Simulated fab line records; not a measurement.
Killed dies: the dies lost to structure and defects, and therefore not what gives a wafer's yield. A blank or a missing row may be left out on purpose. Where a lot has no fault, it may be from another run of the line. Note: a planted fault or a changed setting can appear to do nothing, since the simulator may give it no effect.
fab line records	flow n5Finfet
record: lots: 6	wafers: 18	lastDay: 16
route steps=1938 shown BEOL_M0@727 BEOL_M4@1111 PASSIVATION@1936
lots untouched by any fault: they come from a run of this same line in which no faults occurred
startH: the number of hours between the record's first day and the start of the first shown wafer of the lot	waitH: hours since the lot's step before	" as in the row above	L1.1+2: a row that stands for several wafers	- no value, or no start given	* or withheld: withheld	< > ~ a bound
route shown NAME@n: a module of which the file shows steps, and the number in the route of the first	usual: mean/standard deviation of fault-free wafers	same: alike in all rows	chamber/n: place in a boat	sites: the reading at each site	_std_site: standard deviation across them	_edge_site: the outer-site mean with the inner-site mean subtracted	radiusMm: for every site, how far away it sits from the centre of the wafer	mask NAME#n: copy n	behind: the last tool/chamber to shape the wafer	hold: why the lot was held/for how many hours/how that ended	device: whichever transistor did not switch (one of n, p or np)	end of line: at the end of the route, the tests of the same wafers	a step without rows: its recipe alone	killed: dies lost to structure and defects at the first sort, not the wafer's yield	map: dies across one wafer; x = killed, . = not, _ = none there
set.NAME: the setting as run; set.NAME@STEP: as run at that earlier step	model.NAME: the simulator's own value behind a step, which no gauge read
a table for each step, a row for each wafer; lots at some steps of the route
services: the hour from which a tool's chamber was out of use, counted from the record's first day as startH (under 0 if before that day), plus the number of hours and why
== steps ==
step: N5_BEOL_M0_STRIP_139
recipe: chemistry: postEtchResidueRemover	timeS: 60	tempC: 25	removerPh: withheld	removerWaterWtPct: withheld	removerFluorideWtPct: withheld
step: N5_BEOL_M0_SRD_111
recipe: timeS: 30	tempC: 23	rinseLiquid: diw	dry: ipaMarangoni
step: N5_BEOL_M0_DEGAS_112
recipe: ambient: vacuum	tempC: 250	timeS: 60
step: N5_BEOL_M0_PRE_CLEAN_113
recipe: gas: H2/He	timeS: 30	tempC: 250
step: N5_BEOL_M0_ALD_136
recipe: material: TaN	targetThkA: *	tempC: 275	aldPrecursorFamily: PDMAT	aldCoReactant: NH3	pressureTorr: 3	carrierFlowSccm: 1500	pulseTimeS: 2	purgeTimeS: 3	coReactantPurgeTimeS: 2	coReactantPulseTimeS: 3	aldCycles: 30	precursorVesselTempC: 75	precursorVesselPressureTorr: 26.25	precursorVesselCarrierSccm: 1000
usual: chamberPressureTorr: 3.001/0.0068	heaterPowerW: 420/55	susceptorTempC: 274.97/0.18
lot.wafer	tool	chamber	startH	waitH	chamberPressureTorr	heaterPowerW	susceptorTempC
L592.3	aldMetal-04	2	135.47	0.0	2.991	359	274.98
L592.5	"	3	"	"	2.996	522	275.20
L592.6	"	0	"	"	3.005	388	274.95
L595.1	aldMetal-04	2	156.82	0.0	3.004	362	274.73
L595.3	"	0	"	"	2.993	383	274.62
L595.6	"	2	"	"	3.001	375	274.99
L601.2	aldMetal-02	3	201.53	0.2	3.002	348	274.86
L601.4	"	1	"	"	2.987	397	274.96
L601.6	"	0	"	"	2.995	369	274.65
L606.3	aldMetal-03	1	224.88	0.1	3.002	495	275.00
L606.4	"	0	"	"	3.005	376	274.72
L606.6	"	1	"	"	2.998	488	275.11
L607.1	aldMetal-03	0	226.31	0.0	2.998	381	275.05
L607.2	"	1	"	"	3.007	490	274.83
L607.3	"	2	"	"	2.998	379	275.03
L610.3	aldMetal-02	2	253.45	0.0	3.006	494	274.90
L610.4	"	1	"	"	2.987	384	274.72
L610.5	"	1	"	"	2.993	394	274.87
step: N5_BEOL_M0_SURFACE_TREAT_137
recipe: gas: Ar	timeS: *	ionEnergyEv: *	ionCurrentMaCm2: 0.5	pressureMtorr: *	arFlowSccm: 30
step: N5_BEOL_M0_CVD_115
recipe: material: Co	targetThkA: *	tempC: withheld	precursor: CCTBA/H2	pressureTorr: 30	timeS: 120
step: N5_BEOL_M0_SPUTTER_116
recipe: material: Cu	targetThkA: 40	tempC: -20	chamberPressurePa: 0.07	powerW: withheld	timeS: 7.37
usual: chuckGasFlowSccm: 1.25/0.052	susceptorTempC: -19.99/0.1	throttleValvePct: 30.5/0.85
same: timeS: 7.37
lot.wafer	tool	chamber	startH	waitH	chuckGasFlowSccm	susceptorTempC	throttleValvePct
L592.3	pvdSputter-02	-	137.99	1.8	1.29	-19.89	29.6
L592.5	"	-	"	"	1.28	-19.91	30.6
L592.6	"	-	"	"	1.15	-19.99	29.8
L595.1	pvdSputter-03	-	157.55	0.1	1.25	-19.87	29.6
L595.3	"	-	"	"	1.24	-20.06	29.6
L595.6	"	-	"	"	1.27	-19.96	29.7
L601.2	pvdSputter-01	-	201.91	0.1	1.16	-19.87	32.1
L601.4	"	-	"	"	1.22	-19.94	30.3
L601.6	"	-	"	"	1.26	-19.82	31.3
L606.3	pvdSputter-03	-	225.30	0.1	1.30	-20.02	29.9
L606.4	"	-	"	"	1.27	-20.11	29.3
L606.6	"	-	"	"	1.29	-19.96	29.3
L607.1	pvdSputter-02	-	226.81	0.1	1.22	-20.11	31.5
L607.2	"	-	"	"	1.41	-20.25	29.8
L607.3	"	-	"	"	1.25	-19.93	30.6
L610.3	pvdSputter-01	-	253.93	0.1	1.25	-20.05	32.0
L610.4	"	-	"	"	1.21	-19.93	31.6
L610.5	"	-	"	"	1.23	-20.12	30.3
step: N5_BEOL_M0_ANNEAL_117
recipe: tempC: 400	timeS: 60	ambient: vacuum
usual: heaterPowerW: 873/130	susceptorTempC: 399.99/0.23	susceptor_temp_C_max: 400.8/0.37
same: timeS: 60
lot.wafer	tool	chamber	startH	waitH	heaterPowerW	susceptorTempC	susceptor_temp_C_max
L592.3	pvdSputter-02	-	138.07	0.0	1012	399.69	400.3
L592.5	"	-	"	"	1040	399.43	400.0
L592.6	"	-	"	"	1042	399.82	400.7
L595.1	pvdSputter-03	-	157.63	0.0	894	399.74	401.1
L595.3	"	-	"	"	777	399.73	401.2
L595.6	"	-	"	"	872	399.43	400.7
L601.2	pvdSputter-01	-	201.99	0.0	820	400.26	401.3
L601.4	"	-	"	"	662	400.42	401.1
L601.6	"	-	"	"	1070	399.75	400.4
L606.3	pvdSputter-03	-	225.38	0.0	900	400.10	401.6
L606.4	"	-	"	"	989	399.74	400.5
L606.6	"	-	"	"	1008	400.21	401.0
L607.1	pvdSputter-02	-	226.89	0.0	817	399.94	400.9
L607.2	"	-	"	"	792	400.00	400.7
L607.3	"	-	"	"	1044	399.87	400.4
L610.3	pvdSputter-01	-	254.01	0.0	805	400.54	401.5
L610.4	"	-	"	"	1086	400.26	400.9
L610.5	"	-	"	"	661	399.80	400.4
step: N5_BEOL_M0_SPUTTER_132
recipe: material: Cu	targetThkA: 40	tempC: -20	chamberPressurePa: 0.07	powerW: withheld	timeS: 7.37
step: N5_BEOL_M0_ANNEAL_133
recipe: tempC: 400	timeS: 60	ambient: vacuum
step: N5_BEOL_M0_SPUTTER_134
recipe: material: Cu	targetThkA: 40	tempC: -20	chamberPressurePa: 0.07	powerW: withheld	timeS: 7.37
usual: chuckGasFlowSccm: 1.26/0.048	susceptorTempC: -20.00/0.11	throttleValvePct: 30.5/0.85
same: timeS: 7.37
lot.wafer	tool	chamber	startH	waitH	chuckGasFlowSccm	susceptorTempC	throttleValvePct
L592.3	pvdSputter-02	-	138.23	0.0	1.17	-20.11	29.8
L592.5	"	-	"	"	1.27	-19.89	30.6
L592.6	"	-	"	"	1.28	-20.03	29.8
L595.1	pvdSputter-03	-	157.79	0.0	1.27	-20.17	29.6
L595.3	"	-	"	"	1.29	-20.07	29.7
L595.6	"	-	"	"	1.29	-20.08	29.9
L601.2	pvdSputter-01	-	202.15	0.0	1.23	-20.12	32.1
L601.4	"	-	"	"	1.29	-20.04	30.2
L601.6	"	-	"	"	1.20	-20.14	31.6
L606.3	pvdSputter-03	-	225.54	0.0	1.31	-19.93	29.7
L606.4	"	-	"	"	1.26	-20.07	29.7
L606.6	"	-	"	"	1.32	-20.13	29.5
L607.1	pvdSputter-02	-	227.05	0.0	1.33	-20.11	31.4
L607.2	"	-	"	"	1.31	-19.81	29.6
L607.3	"	-	"	"	1.24	-20.03	30.6
L610.3	pvdSputter-01	-	254.17	0.0	1.19	-20.01	32.0
L610.4	"	-	"	"	1.35	-19.96	31.4
L610.5	"	-	"	"	1.19	-19.85	30.2
step: N5_BEOL_M0_ANNEAL_135
recipe: tempC: 400	timeS: 60	ambient: vacuum
usual: heaterPowerW: 875/130	susceptorTempC: 399.99/0.22	susceptor_temp_C_max: 400.8/0.38	timeS: 60/0
lot.wafer	tool	chamber	startH	waitH	heaterPowerW	susceptorTempC	susceptor_temp_C_max	timeS
L592.3	pvdSputter-02	-	138.31	0.0	1016	400.02	401.0	60
L592.5	"	-	"	"	1018	399.86	400.6	60
L592.6	"	-	"	"	1020	400.16	400.8	60
L595.1	pvdSputter-03	-	157.87	0.0	897	400.01	401.3	60
L595.3	"	-	"	"	754	399.26	401.1	60
L595.6	"	-	"	"	897	399.79	401.4	60
L601.2	pvdSputter-01	-	202.23	0.0	823	400.14	401.3	60
L601.4	"	-	"	"	651	400.06	400.8	60
L601.6	"	-	"	"	1083	400.08	400.9	60
L606.3	pvdSputter-03	-	225.62	0.0	-	-	-	-
L606.4	"	-	"	"	-	-	-	-
L606.6	"	-	"	"	-	-	-	-
L607.1	pvdSputter-02	-	227.13	0.0	-	-	-	-
L607.2	"	-	"	"	-	-	-	-
L607.3	"	-	"	"	-	-	-	-
L610.3	pvdSputter-01	-	254.25	0.0	787	399.73	400.5	60
L610.4	"	-	"	"	1092	399.83	400.4	60
L610.5	"	-	"	"	653	399.89	400.5	60
step: N5_BEOL_M0_SPUTTER_141
recipe: material: Cu	targetThkA: 40	tempC: -20	chamberPressurePa: 0.07	powerW: withheld	timeS: 7.37
usual: chuckGasFlowSccm: 1.26/0.05	susceptorTempC: -20.00/0.11	throttleValvePct: 30.5/0.86
same: timeS: 7.37
lot.wafer	tool	chamber	startH	waitH	chuckGasFlowSccm	susceptorTempC	throttleValvePct
L592.3	pvdSputter-02	-	138.35	0.0	1.22	-20.17	29.6
L592.5	"	-	"	"	1.22	-19.97	30.6
L592.6	"	-	"	"	1.28	-20.13	29.8
L595.1	pvdSputter-03	-	157.91	0.0	1.24	-20.13	29.5
L595.3	"	-	"	"	1.29	-20.00	29.8
L595.6	"	-	"	"	1.22	-20.12	29.7
L601.2	pvdSputter-01	-	202.27	0.0	1.28	-19.98	32.2
L601.4	"	-	"	"	1.28	-19.68	30.2
L601.6	"	-	"	"	1.24	-20.12	31.3
L606.3	pvdSputter-03	-	225.66	0.0	1.27	-20.02	29.8
L606.4	"	-	"	"	1.18	-19.91	29.7
L606.6	"	-	"	"	1.31	-20.10	29.4
L607.1	pvdSputter-02	-	227.17	0.0	1.24	-20.02	31.7
L607.2	"	-	"	"	1.24	-20.06	29.7
L607.3	"	-	"	"	1.36	-20.10	30.7
L610.3	pvdSputter-01	-	254.29	0.0	1.33	-20.00	32.0
L610.4	"	-	"	"	1.17	-20.04	31.4
L610.5	"	-	"	"	1.27	-20.11	30.5
step: N5_BEOL_M4_RC_MEAS_101
usual: DIBL_N: 36.3/1.7	DIBL_P: 36.5/1.8	IOFF_N: 0.16/0.033	IOFF_P: 0.21/0.037	ION_N: 675/11	ION_P: 462/7.9	SS_N: 71.6/0.64	SS_P: 73.3/0.68	VT_N: 249/3.3	VT_P: -250/3.3
lot.wafer	tool	chamber	startH	waitH	DIBL_N[mV/V]	DIBL_P[mV/V]	IOFF_N[nA/um]	IOFF_P[nA/um]	ION_N[uA/um]	ION_P[uA/um]	SS_N[mV/dec]	SS_P[mV/dec]	VT_N[mV]	VT_P[mV]
L592.3	prober-01	0	183.02	0.3	38.1	37.8	0.19	0.26	684	467	71.9	73.3	245	-249
L592.5	"	0	"	"	38.4	38.6	0.19	0.27	680	468	72.2	74.1	247	-247
L592.6	"	0	"	"	36.8	36.7	0.16	0.23	675	463	70.9	73.6	250	-248
L595.1	prober-02	0	198.02	0.0	37.5	37.3	0.17	0.25	683	467	72.0	73.1	247	-247
L595.3	"	0	"	"	37.4	38.3	0.16	0.25	670	460	71.1	73.2	253	-246
L595.6	"	0	"	"	37.6	38.0	0.17	0.25	681	471	71.4	73.1	248	-248
L601.2	prober-02	0	251.13	0.2	36.7	36.9	0.17	0.20	680	464	71.4	73.0	250	-250
L601.4	"	0	"	"	39.5	39.9	0.22	0.26	672	463	73.9	74.1	250	-247
L601.6	"	0	"	"	37.2	36.5	0.16	0.20	670	456	71.7	73.1	251	-250
L607.1	prober-01	0	267.45	0.0	35.8	34.5	0.14	0.20	665	465	71.5	71.9	254	-250
L607.2	"	0	"	"	36.5	34.3	0.15	0.20	667	457	71.8	72.8	252	-249
L607.3	"	0	"	"	38.4	38.6	0.19	0.27	675	465	72.3	73.7	249	-246
L606.3	prober-02	0	270.60	0.3	35.3	37.0	0.18	0.20	682	466	71.7	73.1	244	-251
L606.4	"	0	"	"	37.3	39.7	0.21	0.24	679	456	71.7	73.4	247	-249
L606.6	"	0	"	"	36.0	37.4	0.18	0.21	665	454	71.7	74.5	246	-249
L610.3	prober-02	0	298.49	0.3	40.3	39.9	0.24	0.24	693	461	73.0	74.6	246	-254
L610.4	"	0	"	"	40.2	39.7	0.24	0.24	703	466	72.2	74.6	243	-249
L610.5	"	0	"	"	36.1	35.1	0.14	0.17	676	458	71.3	72.9	251	-250
step: N5_PASSIVATION_PROBE_49
usual: defectLimitedYield: 91.3/1.5	killed_at_M0_to_M3: 34/9.4	killed_at_M4_up: 13/5.3	killedAtContacts: 13/5.7	killedAtFrontEnd: 40/10	killedAtOther: 3.7/2.8	killedDies: 103/17	killedOnRim: 13/4.2	killedOpen: 67/13	killedShort: 35/8.5	sort_bin_5_function: 5.0/0.98	sort_bin_6_memory: 3.3/0.7	sortNPass: 1077/17	sortYieldPct: 91.3/1.5
same: grossDies: 1180	killedAtBackSide: 0	sort_bin_4_leakage[%]: 0	sort_bin_8_speed[%]: 0
lot.wafer	tool	chamber	startH	waitH	defectLimitedYield[%]	killed_at_M0_to_M3	killed_at_M4_up	killedAtContacts	killedAtFrontEnd	killedAtOther	killedDies	killedOnRim	killedOpen	killedShort	sort_bin_5_function[%]	sort_bin_6_memory[%]	sortNPass	sortYieldPct[%]
L592.3	prober-02	-	290.01	0.1	91.9	34	10	14	33	5	96	20	67	29	4.4	3.2	1084	91.9
L592.5	prober-02	-	290.11	0.2	91.3	46	6	10	31	10	103	13	68	35	4.9	3.3	1077	91.3
L592.6	prober-02	-	290.16	0.3	91.1	30	16	8	45	6	105	14	63	38	5.0	3.5	1075	91.1
L595.1	prober-02	-	303.54	0.0	90.8	35	25	5	41	3	109	22	75	34	5.8	3.1	1071	90.8
L595.3	prober-02	-	303.64	0.1	88.6	53	12	5	62	3	135	14	89	46	6.1	4.9	1045	88.6
L595.6	prober-02	-	303.79	0.3	89.1	57	12	4	52	4	129	19	83	44	6.1	4.2	1051	89.1
L601.2	prober-01	-	355.57	0.1	91.4	23	14	10	51	4	102	21	59	36	4.8	3.1	1078	91.4
L601.4	prober-01	-	355.67	0.2	91.4	37	10	6	46	3	102	20	69	31	5.6	2.5	1078	91.4
L601.6	prober-01	-	355.77	0.3	91.0	24	9	8	63	2	106	10	78	28	5.8	2.9	1074	91.0
L606.3	prober-02	-	374.75	0.1	92.1	25	12	12	41	3	93	7	63	29	4.2	3.6	1087	92.1
L606.4	prober-02	-	374.80	0.2	92.2	33	10	10	37	2	92	11	61	27	4.2	2.9	1088	92.2
L606.6	prober-02	-	374.90	0.3	92.6	30	17	9	30	1	87	13	54	33	4.6	2.6	1093	92.6
L610.3	prober-01	-	392.99	0.1	92.6	22	1	10	43	11	87	7	63	24	4.4	3.0	1093	92.6
L610.4	prober-01	-	393.04	0.2	91.4	41	12	15	30	4	102	14	66	36	4.7	3.4	1078	91.4
L610.5	prober-01	-	393.09	0.2	90.0	50	14	11	32	11	118	14	82	36	5.3	4.4	1062	90.0
killed by level:class
L592.3 MOL_CONTACT_COAG:geometricParticle:open=13 BEOL_M2:geometricParticle:open=12 FIN_SAQP:geometricParticle:open=10 STI_FIN_REVEAL:geometricParticle:open=9 BEOL_M0_SAQP:geometricParticle:short=8 FIN_SAQP:geometricParticle:short=7 BEOL_M4:geometricParticle:open=6 BEOL_M0_SAQP:geometricParticle:open=5
L592.5 BEOL_M0_SAQP:geometricParticle:open=18 BEOL_M0_SAQP:geometricParticle:short=14 STI_FIN_REVEAL:geometricParticle:open=10 BEOL_M1:geometricParticle:open=6 MOL_CONTACT_COAG:geometricParticle:open=6 FIN_SAQP:geometricParticle:open=5 FIN_SAQP:geometricParticle:short=4 ILD0:geometricParticle:open=4
L592.6 FIN_SAQP:geometricParticle:open=9 MOL_CONTACT_COAG:geometricParticle:open=8 BEOL_M0_SAQP:geometricParticle:open=7 BEOL_M0_SAQP:geometricParticle:short=6 BEOL_M2:geometricParticle:open=6 FIN_SAQP:geometricParticle:short=5 STARTING-WAFER:geometricParticle:short=5 STI_FIN_REVEAL:geometricParticle:open=4
L595.1 STI_FIN_REVEAL:geometricParticle:open=14 BEOL_M4:geometricParticle:open=13 BEOL_M0_SAQP:geometricParticle:open=10 BEOL_M0_SAQP:geometricParticle:short=8 BEOL_M3:geometricParticle:open=7 GATE_CUT:geometricParticle:open=6 BEOL_M2:geometricParticle:open=5 FIN_SAQP:geometricParticle:short=4
L595.3 BEOL_M0_SAQP:geometricParticle:short=14 BEOL_M1:geometricParticle:open=14 BEOL_M0_SAQP:geometricParticle:open=13 FIN_SAQP:geometricParticle:open=11 DUMMY_GATE:geometricParticle:open=8 BEOL_M2:geometricParticle:open=8 GATE_CUT:geometricParticle:short=7 FIN_SAQP:geometricParticle:short=6
L595.6 BEOL_M0_SAQP:geometricParticle:open=18 BEOL_M0_SAQP:geometricParticle:short=13 STI_FIN_REVEAL:geometricParticle:open=13 BEOL_M3:geometricParticle:open=11 DUMMY_GATE:geometricParticle:open=6 GATE_CUT:geometricParticle:short=6 BEOL_M1:geometricParticle:open=6 BEOL_M4:geometricParticle:open=6
L601.2 MOL_CONTACT_COAG:geometricParticle:open=10 FIN_SAQP:geometricParticle:short=9 FIN_SAQP:geometricParticle:open=9 BEOL_M3:geometricParticle:open=7 ILD0:geometricParticle:open=6 ILD0:geometricParticle:short=6 BEOL_M4:geometricParticle:open=6 BEOL_M2:geometricParticle:short=5
L601.4 FIN_SAQP:geometricParticle:open=13 BEOL_M0_SAQP:geometricParticle:open=9 BEOL_M3:geometricParticle:open=7 BEOL_M0_SAQP:geometricParticle:short=6 BEOL_M2:geometricParticle:open=6 FIN_SAQP:geometricParticle:short=5 STI_FIN_REVEAL:geometricParticle:open=5 GATE_CUT:geometricParticle:open=5
L601.6 FIN_SAQP:geometricParticle:open=19 STI_FIN_REVEAL:geometricParticle:open=15 GATE_CUT:geometricParticle:open=8 MOL_CONTACT_COAG:geometricParticle:open=6 BEOL_M3:geometricParticle:open=6 BEOL_M4:geometricParticle:open=6 BEOL_M0_SAQP:geometricParticle:short=5 FIN_SAQP:geometricParticle:short=4
L606.3 MOL_CONTACT_COAG:geometricParticle:open=12 BEOL_M3:geometricParticle:open=9 FIN_SAQP:geometricParticle:short=8 STI_FIN_REVEAL:geometricParticle:open=6 GATE_CUT:geometricParticle:short=4 BEOL_M0_SAQP:geometricParticle:short=4 BEOL_M0:geometricParticle:open=4 BEOL_M5:geometricParticle:open=4
L606.4 MOL_CONTACT_COAG:geometricParticle:open=8 BEOL_M0_SAQP:geometricParticle:open=7 DUMMY_GATE:geometricParticle:open=6 FIN_SAQP:geometricParticle:short=5 BEOL_M3:geometricParticle:open=5 BEOL_M5:geometricParticle:open=5 FIN_SAQP:geometricParticle:open=4 STI_FIN_REVEAL:geometricParticle:open=4
L606.6 MOL_CONTACT_COAG:geometricParticle:open=8 FIN_SAQP:geometricParticle:open=7 BEOL_M3:geometricParticle:open=7 BEOL_M0_SAQP:geometricParticle:short=6 GATE_CUT:geometricParticle:short=5 BEOL_M0_SAQP:geometricParticle:open=4 BEOL_M5:geometricParticle:open=4 BEOL_M4:geometricParticle:open=4
L610.3 STI_FIN_REVEAL:geometricParticle:open=14 MOL_CONTACT_COAG:geometricParticle:open=9 BEOL_M3:geometricParticle:open=7 DUMMY_GATE:geometricParticle:open=5 BEOL_M2:geometricParticle:open=5 FIN_SAQP:geometricParticle:open=4 BEOL_M0_SAQP:geometricParticle:open=4 FIN_SAQP:geometricParticle:short=3
L610.4 MOL_CONTACT_COAG:geometricParticle:open=12 BEOL_M0_SAQP:geometricParticle:short=12 BEOL_M1:geometricParticle:open=10 STI_FIN_REVEAL:geometricParticle:open=6 BEOL_M0_SAQP:geometricParticle:open=6 BEOL_M3:geometricParticle:open=6 FIN_SAQP:geometricParticle:open=5 GATE_CUT:geometricParticle:short=4
L610.5 BEOL_M0_SAQP:geometricParticle:open=11 BEOL_M3:geometricParticle:open=10 MOL_CONTACT_COAG:geometricParticle:open=9 BEOL_M0_SAQP:geometricParticle:short=8 BEOL_M2:geometricParticle:open=8 FIN_SAQP:geometricParticle:open=7 BEOL_M1:geometricParticle:open=5 GATE_CUT:geometricParticle:short=4
== services ==
tool	chamber	startH	hours	kind
pvdSputter-03	-	121.68	0.6	repair
pvdSputter-02	-	124.42	3.5	repair
aldMetal-02	2	136.13	25.2	repair
aldMetal-03	-	181.49	2.8	pm
aldMetal-04	-	197.73	8.7	pm
aldMetal-03	2	231.99	5.6	repair
aldMetal-03	-	252.44	0.6	repair
== key ==
firstSign: step: N5_BEOL_M0_ANNEAL_135	reading: toolRecord	direction: missing
effect none on later readings
metAt N5_BEOL_M0_ANNEAL_135
struckWafers L606.3,L606.4,L606.6,L607.1,L607.2,L607.3
onsetBetween 157.87 225.62
fault: kind: skippedStepWhole	tool: pvdSputter-02,pvdSputter-03	chamber: -	onsetH: 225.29	steps: N5_BEOL_M0_ANNEAL_135	scope: struckLotsOnly
